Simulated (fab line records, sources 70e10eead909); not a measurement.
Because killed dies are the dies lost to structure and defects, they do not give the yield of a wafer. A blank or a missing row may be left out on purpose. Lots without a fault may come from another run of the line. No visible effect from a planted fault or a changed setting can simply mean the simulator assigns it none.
A struck lot beside a sound one ; flow nand harc ; 14 steps out of a route of 1302
Sound: these wafers, L233.2, L233.3, L233.5. Wafers struck: L227.1, L227.2, L227.6. The cause comes at the end.
Order at every step that has rows: each side's tool, ch and its chambers, its first start. Under that, the readings that differ: sound wafers ; struck wafers ; difference of the means ; sigmas: that difference in standard deviations of wafers without a fault.
alike: same words and numbers on both sides, and readings whose means sit less than 2 such deviations apart. not compared: any withheld reading, any reading some wafer has no value for, any bound like >300 that may hide the same value, and any number with overlapping values for which the record gives no deviation.
Wherever a step has rows on one side only, a row that says differs or no value, or a row with sigmas, the two part there. Non-overlapping numbers with no deviation appear without sigmas and do not part them. A reading that every wafer of one side lacks parts them only if that side has two wafers or more.

first, 2 steps without rows for these wafers: NHARC_A_M0_PRE_CLEAN_29 (time 30 s); NHARC_A_M0_PVD_20 (deposits TaN, target thk 5 nm, time 8.06 s).
NHARC_A_M0_PVD_21: deposits Cu, target thk 30 nm, time 20.49 s.
  sound on pvd sputter-02; struck on pvd sputter-01
  alike: throttle valve pct
then, 1 step without rows for these wafers: NHARC_A_M0_ECD_22 (material Cu, target thk 400 nm).
NHARC_A_M0_ANNEAL_30: time 90 s.
  sound on rtp anneal-02 ch 0, day 32 15:15; struck on rtp anneal-01 ch 0, day 30 21:27
  alike: anneal temp c, wafer_temp_C_max
NHARC_A_M0_CMP_23: polishes, t overpolish 20 s, target thk 113.75 nm.
  sound on cmp-01 ch 1,2,3, day 32 15:35; struck on cmp-04 ch 0,2,3, day 30 21:47
  alike: motor current A, time to endpoint s
NHARC_A_M0_THK_MEAS_24: measures by xrf.
  sound: film metro-02 at day 32 15:52; struck: film metro-02 at day 30 22:07
  alike: thk nm
following that, these wafers have no rows for 1 step: NHARC_A_M0_SRD_25.
NHARC_A_M0_INSPECT_27:
  sound: defect inspect-01 at day 32 16:01; struck: defect inspect-02 at day 30 22:16
  alike: raw defect count
NHARC_A_M0_PRE_CLEAN_31: time 12 s.
  sound on pecvd-01 ch 0,1,2, day 32 16:05; struck on pecvd-01 ch 0,1,2, day 30 22:20
  alike: heater power w
  not compared: since wet clean h
NHARC_A_M0_DEP_32: deposits SiCN, target thk 30 nm.
  sound on pecvd-01 ch 0,1,2, day 32 16:10; struck on pecvd-01 ch 0,1,2, day 30 22:25
  alike: chamber pressure Torr, heater power outer w, heater power w
  not compared: since wet clean h
NHARC_A_M1_DEP_00: deposits SiOC, target thk 182.5 nm.
  sound on pecvd-02 ch 0,2, day 32 16:35; struck on pecvd-02 ch 0,2, day 30 22:49
  no value came back on the struck wafers for chamber pressure Torr (Torr), rf fwd power W (W); on the sound wafers chamber pressure Torr (Torr) reads 5.027 5.012 5.011
  not compared: since wet clean h
then, 1 step without rows for these wafers: NHARC_A_M1_DEHYDRATE_01 (time 120 s).
NHARC_END_SORT_01:
  only the struck wafers appear in the record here, on prober-01 ch 0 at day 32 17:28; the sound ones have no rows

## WHERE THEY PART
At NHARC_A_M1_DEP_00 first; at NHARC_END_SORT_01 last (within this record only).

WHY: whatever the simulator had introduced
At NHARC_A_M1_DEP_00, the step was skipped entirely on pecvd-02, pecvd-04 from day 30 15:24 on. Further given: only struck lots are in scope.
